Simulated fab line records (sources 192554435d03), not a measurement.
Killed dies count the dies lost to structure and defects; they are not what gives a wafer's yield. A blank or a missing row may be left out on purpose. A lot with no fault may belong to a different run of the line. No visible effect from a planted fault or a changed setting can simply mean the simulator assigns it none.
Split-lot study	flow n5-finfet	21 wafers read across 7 lots, on a route 1938 steps long

SPLIT DETAILS
At N5_BEOL_M14_TRENCH_ETCH_34 (etches SiO2 in C4F8/O2/Ar, target depth 556.65 nm, time 126.9 s), the setting time-s was moved away from the recipe's 126.9 s on 8 of the 21 wafers read, by -19.5% to +16.2%. All remaining wafers had this setting at the recipe value.

FROM THE SPLIT TO THE READING: what the file shows between them, 10 steps
- N5_BEOL_M14_STRIP_70: strips in C4F8/O2/Ar
- N5_BEOL_M14_OCD_MEAS_35
- N5_BEOL_M14_STRIP_37: strips in O2
- N5_BEOL_M14_ETCH_38: etches SiCN in CF4/N2, target depth 106.5 nm, time 120.6 s
- N5_BEOL_M14_ECD_47: material Cu, target thk 1248 nm
- N5_BEOL_M14_ANNEAL_48: time 90 s
- N5_BEOL_M14_CMP_49: polishes, stops on SiO2, t overpolish 5.2 s, target thk 560 nm
- N5_BEOL_M14_THK_MEAS_50: measures by xrf
- N5_BEOL_M14_PRE_CLEAN_52: time 15 s
- N5_BEOL_M14_DEP_53: deposits SiCN from 3MS/NH3, target thk 50 nm, time 17.8 s

THE READING
At N5_BEOL_M14_RS_MEAS_54, a four-point-probe measurement gives M14_RS in ohm/sq. Typical for fault-free wafers on this fab line: 0.0330 ohm/sq, with standard deviation 0.00083 ohm/sq.

wafer	tool, chamber at the split	time-s as run, s	against the recipe	M14_RS, ohm/sq	against lot-mates on the recipe
L086.1	rie-diel-05, 0	126.9	recipe	0.0325	-
L086.2	rie-diel-05, 3	126.9	recipe	0.0343	-
L086.4	rie-diel-05, 2	137.7	+8.5%	0.0307	-0.0027
L085.1	rie-diel-01, 2	104	-18.0%	0.0406	+0.0089
L085.2	rie-diel-01, 3	126.9	recipe	0.0317	-
L085.3	rie-diel-01, 1	104	-18.0%	0.0413	+0.0096
L088.3	rie-diel-01, 3	126.9	recipe	0.0317	-
L088.4	rie-diel-01, 2	126.9	recipe	0.0331	-
L088.6	rie-diel-01, 1	126.9	recipe	0.0338	-
L089.1	rie-diel-05, 2	126.9	recipe	0.0336	-
L089.4	rie-diel-05, 2	126.9	recipe	0.0336	-
L089.6	rie-diel-05, 3	126.9	recipe	0.0350	-
L090.1	rie-diel-05, 3	147.4	+16.2%	0.0291	-0.0039
L090.4	rie-diel-05, 2	126.9	recipe	0.0330	-
L090.6	rie-diel-05, 1	147.4	+16.2%	0.0279	-0.0051
L091.2	rie-diel-01, 3	102.1	-19.5%	0.0389	no lot-mate on the recipe
L091.3	rie-diel-01, 1	102.1	-19.5%	0.0419	no lot-mate on the recipe
L091.5	rie-diel-01, 0	102.1	-19.5%	0.0406	no lot-mate on the recipe
L096.4	rie-diel-01, 3	126.9	recipe	0.0318	-
L096.5	rie-diel-01, 2	126.9	recipe	0.0322	-
L096.6	rie-diel-01, 1	126.9	recipe	0.0336	-

FIT RESULTS
A straight line over all 21 wafers: M14_RS changes by -0.000363 ohm/sq for each +1% of time-s; r = -0.96; the points scatter about the line by 0.0011 ohm/sq.
The same after taking each lot's own level away (the mean of its wafers on the recipe; 18 wafers): -0.000405 ohm/sq for each +1%; r = -0.95; scatter 0.0011 ohm/sq.
On that fit, the largest move of time-s shifts the reading by 0.0079 ohm/sq.
The span of the lots' own levels, 0.03170 to 0.03407 ohm/sq, comes to 2.9 times the standard deviation stated above.
So the lot-to-lot level changes the slope: the two fits differ.
Check: with one of the wafers moved furthest among these (-18.0%) left out of the fit, the line predicts +0.00726 ohm/sq for it against its lot-mates. Against them it came out at +0.0089 ohm/sq.

THESE WAFERS: OTHER SPLITS
These wafers also went through other splits before the reading. Each is held against what the fit with the lots' levels taken away leaves over:
other split on the same wafers	wafers away from the commonest value	r with M14_RS (lot level and that fit taken away)
N5_BEOL_M11_VIA_ETCH_34 time-s	5	-0.21
N5_BEOL_M11_CURE_72 time-s	8	+0.56
N5_BEOL_M13_COAT_65 spin-rpm	5	+0.14

THE WHOLE CHAIN: every reading that the file lists as answering this split, in the file's order
step	what it does	reading	change (the file's fit)	r (the file's)
N5_BEOL_M14_TRENCH_ETCH_34	etches SiO2 in C4F8/O2/Ar, target depth 556.65 nm, time 126.9 s	etch.depth-nm (the simulator's own value, which no gauge read)	+6.29 nm for each +1% of the setting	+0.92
N5_BEOL_M14_OCD_MEAS_35		trench-depth-nm	+6.29 nm for each +1% of the setting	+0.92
N5_BEOL_M14_CMP_49	polishes, stops on SiO2, t overpolish 5.2 s, target thk 560 nm	Cu_of_BEOL_M14_ECD_47.thk-nm (the simulator's own value, which no gauge read)	+6.3 nm for each +1% of the setting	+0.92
N5_BEOL_M14_THK_MEAS_50	measures by xrf	M14_THK	+6.11 for each +1% of the setting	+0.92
N5_BEOL_M14_RS_MEAS_54	measures by four-point-probe	M14_RS	-0.0004 for each +1% of the setting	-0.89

FILE'S OWN FIT
M14_RS changes by -0.0004 ohm/sq for each +1% of time-s, r = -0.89.
